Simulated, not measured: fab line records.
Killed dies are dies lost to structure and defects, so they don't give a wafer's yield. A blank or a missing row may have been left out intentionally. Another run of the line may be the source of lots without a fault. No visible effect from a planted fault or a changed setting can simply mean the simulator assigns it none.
Chamber matching | flow nand harc | NHARC_A_CONTACT_ETCH_75 on rie diel-01 has 4 sister chambers
The step etches the open film in CF4, target depth 39 nm, time 65 s. 4 wafers are shown with their chamber, then 7 later ones without.

== WAFERS WITH THEIR CHAMBER ==
wafer  | chamber | showerhead plenum p Torr (Torr)
L841.3 | 3       | 1.64
L846.3 | 1       | 1.84
L855.1 | 2       | 1.84
L855.4 | 0       | 1.79

== WAFERS WITH NO CHAMBER GIVEN ==
wafer  | showerhead plenum p Torr (Torr)
L855.5 | 1.84
L856.2 | 1.79
L856.4 | 1.91
L856.6 | 1.79
L860.1 | 1.83
L860.4 | 1.91
L860.5 | 1.91

== THE CHAMBER EACH PASSED THROUGH ==
wafer  | from the rows above          | in truth
L855.5 | can't be placed: 1 or 2 or 0 | 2
L856.2 | can't be placed: 0 or 1 or 2 | 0
L856.4 | can't be placed: 1 or 2 or 0 | 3
L856.6 | can't be placed: 0 or 1 or 2 | 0
L860.1 | can't be placed: 1 or 2 or 0 | 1
L860.4 | can't be placed: 1 or 2 or 0 | 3
L860.5 | can't be placed: 1 or 2 or 0 | 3
0 of 7 placed correctly. Can't be placed from these rows: 7 (the true chamber is among the candidates in 4). 0 placed wrongly.
How it was worked out, from the rows above alone: a wafer's distance from a chamber is the root of the sum, over the readings, of the square of ((its reading less the chamber's mean) divided by the reading's scatter). The wafer belongs to the nearest chamber; if the next one is less than 2 further off, it can't be placed. For every chamber, the mean is computed from those of its wafers that are shown. The scatter (one wafer shown for each chamber): square how far every hidden wafer sits from the nearest shown wafer, average those squares and take the square root.
